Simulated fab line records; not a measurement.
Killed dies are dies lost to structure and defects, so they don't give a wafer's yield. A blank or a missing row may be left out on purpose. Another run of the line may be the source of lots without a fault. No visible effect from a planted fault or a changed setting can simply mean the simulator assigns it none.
fab line records ; flow nandHarc
record lots=5; wafers=15; lastDay=32
route steps=1302 shown THIN_TSV@1289 END@1301
lots with no fault: from the same line, run without faults
startH: start of the lot's first displayed wafer, in hours after the record's first day ; waitH: hours from the lot's prior step to this one ; " repeats the value in the row above ; L1.1+2: a single row standing in for several wafers ; - no value, or no start given ; * or withheld: withheld ; < > ~ a bound
route shown NAME@n: names a module that has steps shown in the file, with the first one's number in the route ; usual: average and standard deviation across the fault-free wafers ; same: alike in all rows ; chamber/n: place in a boat ; sites: each site's reading ; _std_site: the standard deviation of these ; _edge_site: mean of outer sites minus mean of inner sites ; radiusMm: how far each site lies from the wafer's centre ; mask NAME#n: copy n ; behind: the most recent tool/chamber to have shaped the wafer ; hold: cause of the lot's hold/its duration in hours/its outcome ; device: the transistor (n, p or np) that didn't switch ; end of line: tests run on the same wafers once the route is complete ; step lacking rows: just its recipe ; killed: the dies lost at the first sort to structure and to defects; this is not the yield of the wafer ; map: per-die view of a wafer (x killed, . not killed, _ where there is no die)
set.NAME: setting as actually run; set.NAME@STEP: the setting as run at that earlier step ; model.NAME: the simulator's own value behind a step, which no gauge read
certain route steps with their lots: each step a table, each wafer a row
services: from which hour (startH, from the record's first day; less than 0 if before it) a tool's chamber was out of use, for how many hours, and why
## steps
# step NHARC_THIN_TSV_PEB_31
# recipe pebTempC=118; pebTimeS=85
lot.wafer;tool;chamber;startH;waitH
L077.2+3+4;lithoTrack-02;0;575.41;0.1
L076.1+5+6;lithoTrack-02;0;576.62;0.1
L080.2+3+5;lithoTrack-05;0;614.74;0.1
L082.3+5+6;lithoTrack-02;0;629.47;0.1
L094.2+3+5;lithoTrack-03;0;755.82;0.1
# step NHARC_THIN_TSV_DEVELOP_32
# recipe timeS=70
lot.wafer;tool;chamber;startH;waitH
L077.2+3+4;lithoTrack-02;0;-;-
L076.1+5+6;lithoTrack-02;0;-;-
L080.2+3+5;lithoTrack-05;0;-;-
L082.3+5+6;lithoTrack-02;0;-;-
L094.2+3+5;lithoTrack-03;0;-;-
# step NHARC_THIN_TSV_CD_MEAS_33
# recipe targetCdNm=5000; landingEnergyEv=500
# usual cdNm=4999.9/1.3
lot.wafer;tool;chamber;startH;waitH;cdNm
L077.2;cdSem-03;0;575.51;-;4999.7
L077.3;cdSem-03;0;575.51;-;5001.0
L077.4;cdSem-03;0;575.51;-;5002.2
L076.1;cdSem-02;0;576.71;-;5000.5
L076.5;cdSem-02;0;576.71;-;4999.8
L076.6;cdSem-02;0;576.71;-;4998.2
L080.2;cdSem-03;0;614.83;-;4997.3
L080.3;cdSem-03;0;614.83;-;4998.4
L080.5;cdSem-03;0;614.83;-;4998.8
L082.3;cdSem-03;0;629.56;-;4998.4
L082.5;cdSem-03;0;629.56;-;4998.3
L082.6;cdSem-03;0;629.56;-;4999.5
L094.2;cdSem-01;0;755.91;-;4998.0
L094.3;cdSem-01;0;755.91;-;5000.6
L094.5;cdSem-01;0;755.91;-;4999.4
# step NHARC_THIN_TSV_HARDBAKE_34
# recipe tempC=125; timeS=80
lot.wafer;tool;chamber;startH;waitH
L077.2+3+4;lithoTrack-05;0;575.59;-
L076.1+5+6;lithoTrack-03;0;576.79;-
L080.2+3+5;lithoTrack-03;0;614.91;-
L082.3+5+6;lithoTrack-05;0;629.64;-
L094.2+3+5;lithoTrack-03;0;755.99;-
# step NHARC_THIN_TSV_DESCUM_35
# recipe timeS=3; o2FlowSccm=200; arFlowSccm=0; biasPowerW=0; chemistry=O2
# usual drypumpMotorCurrentA=5.7/0.48; oesProductAu=1.002/0.0084; rfVppV=57.5/0.83; showerheadPlenumPTorr=1.86/0.077; throttleValvePct=11.311/0.0085
lot.wafer;tool;chamber;startH;waitH;drypumpMotorCurrentA;oesProductAu;rfHoursCounterH;rfVppV;showerheadPlenumPTorr;throttleValvePct
L077.2;rieDiel-13;1;575.66;-;5.2;0.989;3.4;58.5;1.92;11.317
L077.4;rieDiel-13;2;575.66;-;5.7;1.012;2.6;56.4;1.86;11.311
L077.3;rieDiel-13;0;575.66;-;6.5;0.993;3.1;58.3;1.82;11.329
L076.1;rieDiel-09;3;576.89;-;6.3;1.006;5.4;57.8;1.81;11.315
L076.5;rieDiel-09;1;576.89;-;5.8;0.996;-;57.9;1.83;11.314
L076.6;rieDiel-09;2;576.89;-;5.9;1.006;-;56.9;1.79;11.311
L080.3;rieDiel-13;0;614.98;-;6.5;0.998;5.8;56.6;1.82;11.297
L080.2;rieDiel-13;1;614.98;-;5.2;0.994;6.3;58.0;1.92;11.306
L080.5;rieDiel-13;1;614.98;-;5.2;0.997;-;56.7;1.92;11.302
L082.3;rieDiel-02;2;629.73;-;5.6;1.007;2.0;58.2;2.05;11.319
L082.6;rieDiel-02;1;629.73;-;5.4;1.008;-;59.8;1.99;11.324
L082.5;rieDiel-02;2;629.73;-;5.6;0.996;-;57.7;2.05;11.314
L094.2;rieDiel-13;0;756.07;-;6.5;0.999;2.3;58.1;1.82;11.313
L094.3;rieDiel-13;1;756.07;-;5.2;1.000;3.4;56.8;1.92;11.324
L094.5;rieDiel-13;0;756.07;-;6.5;0.995;-;57.0;1.82;11.316
# step NHARC_THIN_TSV_ETCH_59
# recipe targetDepthA=8800; icpW=900; biasW=100; Cl2_flow_sccm=60; bcl3FlowSccm=30; timeS=138.1; chemistry=Cl2/BCl3
# usual biasW=99.93/0.29; drypumpMotorCurrentA=5.7/0.39; heBacksideLeakSccm=3.37/0.21; oesProductAu=0.997/0.0072; throttleValvePct=22.264/0.0086
lot.wafer;tool;chamber;startH;waitH;biasW;drypumpMotorCurrentA;heBacksideLeakSccm;oesProductAu;rfHoursCounterH;throttleValvePct
L077.2;rieMetal-03;0;575.79;0.1;100.42;6.5;3.02;0.991;0.6;22.259
L077.4;rieMetal-03;0;575.79;0.1;99.69;6.5;3.08;0.986;-;22.264
L077.3;rieMetal-03;1;575.79;0.1;99.96;5.4;3.42;0.997;-;22.266
L076.1;rieMetal-02;0;577.03;0.1;99.57;5.6;3.33;0.996;1.8;22.272
L076.5;rieMetal-02;1;577.03;0.1;99.35;5.9;3.25;0.995;-;22.272
L076.6;rieMetal-02;0;577.03;0.1;99.74;5.6;3.34;0.997;-;22.262
L080.2;rieMetal-03;0;615.11;0.1;99.66;6.6;2.93;0.989;1.7;22.253
L080.3;rieMetal-03;1;615.11;0.1;99.99;5.4;3.35;1.004;-;22.281
L080.5;rieMetal-03;0;615.11;0.1;99.81;6.5;2.99;1.001;-;22.259
L082.3;rieMetal-02;0;629.95;0.2;99.82;5.6;3.30;0.991;-;22.284
L082.6;rieMetal-02;1;629.95;0.2;99.71;5.9;3.34;0.998;-;22.274
L082.5;rieMetal-02;0;629.95;0.2;99.80;5.6;3.36;1.003;-;22.263
L094.2;rieMetal-03;1;756.26;0.2;99.93;5.4;3.44;0.999;-;22.268
L094.3;rieMetal-03;1;756.26;0.2;99.81;5.4;3.51;0.992;-;22.269
L094.5;rieMetal-03;1;756.26;0.2;100.11;5.4;3.48;0.984;-;22.269
# step NHARC_THIN_TSV_ETCH_36
# recipe targetDepthA=650; overEtchFrac=0.3; timeS=18.571; ionEnergyEv=150; chemistry=Cl2/BCl3
# usual drypumpMotorCurrentA=5.7/0.4; heBacksideLeakSccm=3.4/0.43; oesProductAu=0.996/0.007
lot.wafer;tool;chamber;startH;waitH;drypumpMotorCurrentA;heBacksideLeakSccm;oesProductAu;rfHoursCounterH
L077.2;rieMetal-03;0;576.06;0.2;6.5;3.0;0.990;0.7
L077.3;rieMetal-03;1;576.06;0.2;5.4;3.7;1.005;-
L077.4;rieMetal-03;0;576.06;0.2;6.5;3.1;0.993;-
L076.1;rieMetal-02;0;577.26;0.2;5.6;3.2;0.996;2.0
L076.5;rieMetal-02;0;577.26;0.2;5.6;3.2;0.991;-
L076.6;rieMetal-02;1;577.26;0.2;5.9;3.6;0.986;-
L080.2;rieMetal-03;1;615.38;0.2;5.4;3.3;1.010;1.8
L080.3;rieMetal-03;0;615.38;0.2;6.5;3.1;1.003;-
L080.5;rieMetal-03;0;615.38;0.2;6.5;3.1;1.010;-
L082.3;rieMetal-02;1;630.13;0.1;5.9;3.2;0.998;-
L082.5;rieMetal-02;1;630.13;0.1;5.9;3.3;1.012;-
L082.6;rieMetal-02;1;630.13;0.1;5.9;3.2;0.993;-
L094.2;rieMetal-03;1;756.68;0.3;5.4;3.5;1.002;-
L094.3;rieMetal-03;1;756.68;0.3;5.4;3.5;0.995;-
L094.5;rieMetal-03;1;756.68;0.3;5.4;3.4;1.000;-
# step NHARC_THIN_TSV_STRIP_56
# recipe powerW=1500; tempC=250; chemistry=O2
# usual drypumpMotorCurrentA=5.94/0.28; heaterPowerW=339/25; rfReflPowerW=28/6
lot.wafer;tool;chamber;startH;waitH;drypumpMotorCurrentA;heaterPowerW;rfHoursCounterH;rfReflPowerW
L077.2;plasmaAsher-01;0;576.15;0.1;6.00;354;11;-
L077.3;plasmaAsher-01;0;576.15;0.1;6.01;356;-;-
L077.4;plasmaAsher-01;1;576.15;0.1;6.09;365;-;-
L076.1;plasmaAsher-02;0;577.40;0.1;6.18;323;27;28
L076.5;plasmaAsher-02;1;577.40;0.1;5.44;315;-;21
L076.6;plasmaAsher-02;0;577.40;0.1;6.17;328;-;27
L080.2;plasmaAsher-02;1;615.52;0.1;5.45;327;0;-
L080.3;plasmaAsher-02;1;615.52;0.1;5.44;324;-;-
L080.5;plasmaAsher-02;1;615.52;0.1;5.43;316;-;-
L082.3;plasmaAsher-02;1;630.38;0.2;5.42;314;-;-
L082.5;plasmaAsher-02;0;630.38;0.2;6.19;315;-;-
L082.6;plasmaAsher-02;1;630.38;0.2;5.43;312;-;-
L094.2;plasmaAsher-02;1;756.95;0.3;5.41;313;32;20
L094.3;plasmaAsher-02;0;756.95;0.3;6.20;305;-;27
L094.5;plasmaAsher-02;0;756.95;0.3;6.19;312;-;28
# step NHARC_THIN_TSV_STRIP_57
# recipe timeS=1200; tempC=72.5; chemistry=postEtchResidueRemover
lot.wafer;tool;chamber;startH;waitH
L077.3+2+4;wetBench-10;3,5,7;576.49;0.2
L076.6+5+1;wetBench-08;2,3,5;577.73;0.1
L080.3+2+5;wetBench-08;3,5,0;615.82;0.2
L082.3+6+5;wetBench-08;4,6,7;630.59;0.2
L094.3+2+5;wetBench-10;6,7,1;757.27;0.2
# step NHARC_THIN_TSV_CD_MEAS_37
# usual cdNm=4999.5/1.9
lot.wafer;tool;chamber;startH;waitH;cdNm
L077.2;cdSem-01;-;576.94;-;4999.8
L077.3;cdSem-01;-;576.94;-;5000.1
L077.4;cdSem-01;-;576.94;-;5004.4
L076.1;cdSem-03;-;578.15;-;4998.7
L076.5;cdSem-03;-;578.15;-;4998.6
L076.6;cdSem-03;-;578.15;-;4998.7
L080.2;cdSem-03;-;616.26;-;4997.1
L080.3;cdSem-03;-;616.26;-;4998.2
L080.5;cdSem-03;-;616.26;-;5000.3
L082.3;cdSem-01;-;631.04;-;4998.2
L082.5;cdSem-01;-;631.04;-;4996.4
L082.6;cdSem-01;-;631.04;-;4997.2
L094.2;cdSem-02;-;757.70;-;4998.1
L094.3;cdSem-02;-;757.70;-;5000.9
L094.5;cdSem-02;-;757.70;-;4999.7
# step NHARC_THIN_TSV_ANNEAL_58
# recipe tempC=400; timeS=1800
# usual zonePowerLowerPct=4.6/0.37
lot.wafer;tool;chamber;startH;waitH;zonePowerLowerPct
L076.1;furnace-07;0;580.19;2.0;4.3
L076.5;furnace-07;0;580.19;2.0;4.4
L076.6;furnace-07;0;580.19;2.0;4.4
L077.2;furnace-07;0;580.19;3.3;4.4
L077.3;furnace-07;0;580.19;3.3;4.4
L077.4;furnace-07;0;580.19;3.3;4.4
L080.2;furnace-07;0;619.74;3.5;4.5
L080.3;furnace-07;0;619.74;3.5;4.4
L080.5;furnace-07;0;619.74;3.5;4.3
L082.3;furnace-07;0;634.18;3.1;4.3
L082.5;furnace-07;0;634.18;3.1;4.4
L082.6;furnace-07;0;634.18;3.1;4.4
L094.2;furnace-05;0;760.91;3.2;4.3
L094.3;furnace-05;0;760.91;3.2;4.3
L094.5;furnace-05;0;760.91;3.2;4.3
# step NHARC_THIN_TSV_INSPECT_40
# usual rawDefectCount=548/80
lot.wafer;tool;chamber;startH;waitH;rawDefectCount
L076.1;defectInspect-02;-;581.63;0.4;455
L076.5;defectInspect-02;-;581.63;0.4;458
L076.6;defectInspect-02;-;581.63;0.4;475
L077.2;defectInspect-01;-;581.63;0.4;659
L077.3;defectInspect-01;-;581.63;0.4;556
L077.4;defectInspect-01;-;581.63;0.4;567
L080.2;defectInspect-01;-;621.20;0.4;495
L080.3;defectInspect-01;-;621.20;0.4;744
L080.5;defectInspect-01;-;621.20;0.4;476
L082.3;defectInspect-01;-;635.64;0.4;571
L082.5;defectInspect-01;-;635.64;0.4;523
L082.6;defectInspect-01;-;635.64;0.4;670
L094.2;defectInspect-01;-;762.33;0.4;485
L094.3;defectInspect-01;-;762.33;0.4;479
L094.5;defectInspect-01;-;762.33;0.4;536
# step NHARC_END_WLT_00
# usual VT_DECK1_BOTTOM=0.873/0.0081; VT_DECK1_BOTTOM_INNER=0.873/0.008; VT_DECK1_MEDIAN_NEAR_BOTTOM=0.874/0.0082; VT_DECK1_MEDIAN_NEAR_BOTTOM_INNER=0.874/0.0084; VT_DECK1_MIDDLE=0.885/0.0079; VT_DECK1_MIDDLE_INNER=0.885/0.0083; VT_DECK1_TOP=0.897/0.0088; VT_DECK1_TOP_INNER=0.897/0.0084; VT_DECK2_BOTTOM=0.869/0.0061; VT_DECK2_BOTTOM_INNER=0.870/0.0058; VT_DECK2_MEDIAN_NEAR_BOTTOM=0.871/0.0067; VT_DECK2_MEDIAN_NEAR_BOTTOM_INNER=0.870/0.0064; VT_DECK2_MIDDLE=0.883/0.006; VT_DECK2_MIDDLE_INNER=0.882/0.007; VT_DECK2_TOP=0.893/0.0065; VT_DECK2_TOP_INNER=0.893/0.0066
lot.wafer;tool;chamber;startH;waitH;VT_DECK1_BOTTOM;VT_DECK1_BOTTOM_INNER;VT_DECK1_MEDIAN_NEAR_BOTTOM;VT_DECK1_MEDIAN_NEAR_BOTTOM_INNER;VT_DECK1_MIDDLE;VT_DECK1_MIDDLE_INNER;VT_DECK1_TOP;VT_DECK1_TOP_INNER;VT_DECK2_BOTTOM;VT_DECK2_BOTTOM_INNER;VT_DECK2_MEDIAN_NEAR_BOTTOM;VT_DECK2_MEDIAN_NEAR_BOTTOM_INNER;VT_DECK2_MIDDLE;VT_DECK2_MIDDLE_INNER;VT_DECK2_TOP;VT_DECK2_TOP_INNER
L076.1;prober-02;-;581.69;0.1;0.869;0.878;0.878;0.867;0.885;0.885;0.899;0.900;0.863;0.861;0.867;0.864;0.880;0.882;0.891;0.883
L076.5;prober-02;-;583.68;2.0;0.877;0.878;0.875;0.869;0.888;0.882;0.902;0.897;0.868;0.869;0.871;0.863;0.876;0.867;0.891;0.881
L076.6;prober-02;-;583.68;2.0;0.873;0.866;0.871;0.870;0.876;0.883;0.897;0.895;0.859;0.856;0.863;0.867;0.877;0.872;0.889;0.882
L077.2;prober-01;-;582.17;0.5;0.878;0.872;0.879;0.874;0.885;0.880;0.892;0.891;0.875;0.871;0.873;0.879;0.893;0.887;0.893;0.900
L077.3;prober-01;-;582.17;0.5;0.866;0.870;0.870;0.871;0.886;0.884;0.899;0.900;0.870;0.874;0.879;0.876;0.886;0.885;0.894;0.899
L077.4;prober-01;-;582.17;0.5;0.874;0.863;0.873;0.873;0.882;0.886;0.900;0.890;0.869;0.875;0.882;0.880;0.883;0.890;0.901;0.898
L080.2;prober-02;-;621.76;0.6;0.864;0.868;0.861;0.870;0.879;0.874;0.889;0.891;0.867;0.874;0.874;0.866;0.880;0.879;0.880;0.887
L080.3;prober-02;-;621.76;0.6;0.864;0.868;0.860;0.872;0.885;0.877;0.892;0.887;0.865;0.875;0.863;0.865;0.876;0.885;0.885;0.893
L080.5;prober-02;-;623.26;2.1;0.858;0.861;0.866;0.869;0.876;0.882;0.882;0.891;0.872;0.874;0.870;0.864;0.880;0.874;0.895;0.894
L082.3;prober-01;-;636.69;1.0;0.870;0.871;0.871;0.866;0.884;0.886;0.893;0.899;0.870;0.875;0.874;0.874;0.888;0.887;0.896;0.903
L082.5;prober-01;-;637.69;2.0;0.874;0.864;0.876;0.868;0.882;0.879;0.890;0.905;0.874;0.876;0.869;0.869;0.880;0.881;0.902;0.897
L082.6;prober-01;-;637.69;2.0;0.862;0.865;0.866;0.865;0.879;0.878;0.900;0.893;0.868;0.875;0.878;0.875;0.882;0.884;0.897;0.899
L094.2;prober-02;-;770.25;7.9;0.857;0.855;0.868;0.861;0.871;0.873;0.878;0.884;0.863;0.870;0.869;0.875;0.881;0.877;0.893;0.894
L094.3;prober-02;-;770.25;7.9;0.861;0.868;0.868;0.858;0.871;0.866;0.882;0.882;0.865;0.867;0.859;0.879;0.878;0.880;0.893;0.891
L094.5;prober-02;-;770.25;7.9;0.853;0.856;0.864;0.856;0.869;0.874;0.882;0.881;0.863;0.867;0.870;0.862;0.883;0.887;0.888;0.892
# step NHARC_END_SORT_01
# recipe tempC=25
# usual defectLimitedYield=92.5/2.3; killedAtArray=46/15; killedAtOther=0.8/1.1; killedAtPeriphery=4.0/2.9; killedDies=50/15; killedOpen=3.2/1.8; killedShort=2.3/1.6; sort_bin_2_pct=2.7/1; sort_bin_3_pct=0.5/0.32; sort_bin_4_pct=4.2/1.3; sortNPass=627/15; sortRimYieldPct=87/4.7; sortYieldPct=92.5/2.3
# same grossDies=677; sort_bin_5_pct[%]=0; sort_bin_6_pct[%]=0; sort_bin_7_pct[%]=0; sort_bin_8_pct[%]=0; sortRimNGross=106.00
lot.wafer;tool;chamber;startH;waitH;defectLimitedYield[%];killedAtArray;killedAtOther;killedAtPeriphery;killedDies;killedOpen;killedShort;sort_bin_2_pct[%];sort_bin_3_pct[%];sort_bin_4_pct[%];sortNPass;sortRimYieldPct[%];sortYieldPct[%]
L076.1;prober-02;0;584.67;2.5;94.2;35;0;4;39;4;2;3.1;0.4;2.2;638;92;94.2
L076.5;prober-02;0;587.91;3.7;93.6;42;1;0;43;2;2;2.4;0.7;3.2;634;91;93.6
L076.6;prober-02;0;588.72;4.0;92.9;47;0;1;48;3;0;3.0;0.6;3.5;629;86;92.9
L077.2;prober-01;0;585.44;2.8;91.0;49;3;9;61;4;3;3.7;0.6;4.7;616;89;91.0
L077.3;prober-01;0;586.23;3.1;91.4;52;0;6;58;3;1;3.4;0.7;4.4;619;82;91.4
L077.4;prober-01;0;587.02;3.4;92.0;47;0;7;54;2;2;3.0;0.9;4.1;623;86;92.0
L080.2;prober-02;0;625.06;2.8;93.9;36;2;3;41;2;2;2.8;0.6;2.7;636;89;93.9
L080.3;prober-02;0;625.86;3.1;93.2;40;0;6;46;3;1;2.5;0.6;3.7;631;89;93.2
L080.5;prober-02;0;627.45;3.7;93.8;39;0;3;42;1;2;2.4;0.7;3.1;635;89;93.8
L082.3;prober-01;0;640.31;3.1;94.2;37;0;2;39;6;2;1.8;0.1;3.8;638;91;94.2
L082.5;prober-01;0;641.93;3.7;95.4;24;0;7;31;2;4;1.5;0.1;3.0;646;95;95.4
L082.6;prober-01;0;642.74;4.1;95.3;22;1;9;32;2;2;1.5;0;3.2;645;92;95.3
# killed by level:class
L076.1 A_CHANNEL_HOLE_D1:chamberFilmFlake=15 A_SGD_CUT:chamberFilmFlake=8 A_STAIRCASE:chamberFilmFlake=3 A_CHANNEL_HOLE_D2:chamberFilmFlake=2 A_CONTACT:chamberFilmFlake=2 P_GATE:geometricParticle:open=1 P_CONTACT:geometricParticle:open=1 P_M1:geometricParticle:short=1
L077.2 A_CHANNEL_HOLE_D1:chamberFilmFlake=16 A_CHANNEL_HOLE_D2:chamberFilmFlake=15 A_STAIRCASE:chamberFilmFlake=8 P_CONTACT:chamberFilmFlake=4 THIN_TSV:chamberFilmFlake=3 A_ONON_D1:geometricParticle:short=2 P_ZERO_WELL:chamberFilmFlake=2 A_BLC:chamberFilmFlake=2
L077.3 A_CHANNEL_HOLE_D2:chamberFilmFlake=25 A_CHANNEL_HOLE_D1:chamberFilmFlake=20 A_STAIRCASE:chamberFilmFlake=3 P_CONTACT:chamberFilmFlake=2 P_STI:geometricParticle:open=1 P_GATE:geometricParticle:open=1 P_M0:geometricParticle:short=1 A_CONTACT:geometricParticle:open=1
L077.4 A_CHANNEL_HOLE_D2:chamberFilmFlake=23 A_CHANNEL_HOLE_D1:chamberFilmFlake=12 P_CONTACT:chamberFilmFlake=5 A_STAIRCASE:chamberFilmFlake=4 A_CONTACT:chamberFilmFlake=3 P_GATE:chamberFilmFlake=2 A_CHANNEL_FILL_D1:geometricParticle:short=1 A_ONON_D2:geometricParticle:short=1
L076.5 A_CHANNEL_HOLE_D1:chamberFilmFlake=18 A_CHANNEL_HOLE_D2:chamberFilmFlake=8 A_SGD_CUT:chamberFilmFlake=7 A_STAIRCASE:chamberFilmFlake=3 A_CONTACT:chamberFilmFlake=3 A_WL_FILL:geometricParticle:short=2 A_DECK1_JOINT:geometricParticle:open=1 STARTING-WAFER:geometricParticle:open=1
L076.6 A_CHANNEL_HOLE_D1:chamberFilmFlake=27 A_CHANNEL_HOLE_D2:chamberFilmFlake=9 A_STAIRCASE:chamberFilmFlake=4 A_CONTACT:chamberFilmFlake=3 P_CONTACT:geometricParticle:open=1 A_ONON_D1:geometricParticle:open=1 A_WL_FILL:geometricParticle:open=1 A_SGD_CUT:chamberFilmFlake=1
L080.2 A_CHANNEL_HOLE_D2:chamberFilmFlake=21 P_ZERO_WELL:chamberFilmFlake=3 A_M0:chamberFilmFlake=3 A_CHANNEL_HOLE_D1:chamberFilmFlake=2 A_DECK1_JOINT:chamberFilmFlake=2 A_CONTACT:chamberFilmFlake=2 THIN_TSV:chamberFilmFlake=2 A_DECK1_JOINT:geometricParticle:short=1
L080.3 A_CHANNEL_HOLE_D2:chamberFilmFlake=26 A_CHANNEL_HOLE_D1:chamberFilmFlake=3 A_STAIRCASE:chamberFilmFlake=3 A_CONTACT:chamberFilmFlake=3 P_BONDPAD:chamberFilmFlake=2 P_CONTACT:geometricParticle:open=1 P_M0:geometricParticle:open=1 A_ONON_D1:geometricParticle:open=1
L080.5 A_CHANNEL_HOLE_D2:chamberFilmFlake=22 A_CHANNEL_HOLE_D1:chamberFilmFlake=5 A_STAIRCASE:chamberFilmFlake=5 A_SLIT:chamberFilmFlake=2 A_CHANNEL_FILL_D1:geometricParticle:short=1 A_CHANNEL_FILL_D1:geometricParticle:open=1 A_BLC:geometricParticle:short=1 P_ZERO_WELL:chamberFilmFlake=1
L082.3 A_CHANNEL_HOLE_D2:chamberFilmFlake=12 A_CHANNEL_HOLE_D1:chamberFilmFlake=6 A_BONDPAD:chamberFilmFlake=3 A_ONON_D2:geometricParticle:open=2 P_GATE:chamberFilmFlake=2 A_CHANNEL_FILL_D2:chamberFilmFlake=2 A_STAIRCASE:chamberFilmFlake=2 A_ONON_D1:geometricParticle:open=1
L082.5 A_CHANNEL_HOLE_D2:chamberFilmFlake=8 A_CHANNEL_HOLE_D1:chamberFilmFlake=6 P_GATE:chamberFilmFlake=5 A_ONON_D1:geometricParticle:short=3 A_CONTACT:chamberFilmFlake=2 A_M0:chamberFilmFlake=2 P_GATE:geometricParticle:open=1 A_CHANNEL_FILL_D1:geometricParticle:short=1
L082.6 A_CHANNEL_HOLE_D2:chamberFilmFlake=8 P_GATE:chamberFilmFlake=6 A_CONTACT:chamberFilmFlake=6 A_CHANNEL_HOLE_D1:chamberFilmFlake=3 P_ZERO_WELL:chamberFilmFlake=2 A_BONDPAD:chamberFilmFlake=2 A_CHANNEL_FILL_D1:geometricParticle:open=1 A_ONON_D2:geometricParticle:short=1
## services
tool;chamber;startH;hours;kind
rieDiel-02;-;570.70;9.0;pm
lithoTrack-02;-;577.00;7.0;pm
rieDiel-13;-;595.37;2.4;repair
plasmaAsher-02;-;603.80;9.0;pm
lithoTrack-03;-;625.01;7.0;pm
furnace-05;-;626.50;1.3;repair
rieMetal-02;-;631.00;9.0;pm
rieDiel-09;-;640.04;0.2;repair
rieDiel-13;-;645.25;1.0;repair
wetBench-08;-;646.40;8.0;pm
rieDiel-13;2;646.59;5.3;repair
lithoTrack-05;-;649.01;7.0;pm
rieMetal-02;0;654.59;4.5;repair
rieMetal-03;0;661.21;2.1;repair
wetBench-10;-;663.28;8.0;pm
rieDiel-09;-;674.15;9.0;pm
rieDiel-13;-;696.00;9.0;pm
rieMetal-03;-;696.00;9.0;pm
plasmaAsher-01;-;696.44;9.0;pm
rieDiel-13;0;711.56;8.8;repair
rieMetal-03;-;742.19;2.4;repair
rieDiel-02;-;747.70;9.0;pm
lithoTrack-02;-;752.00;7.0;pm
rieDiel-09;1;757.82;16.9;repair
## key
fault none
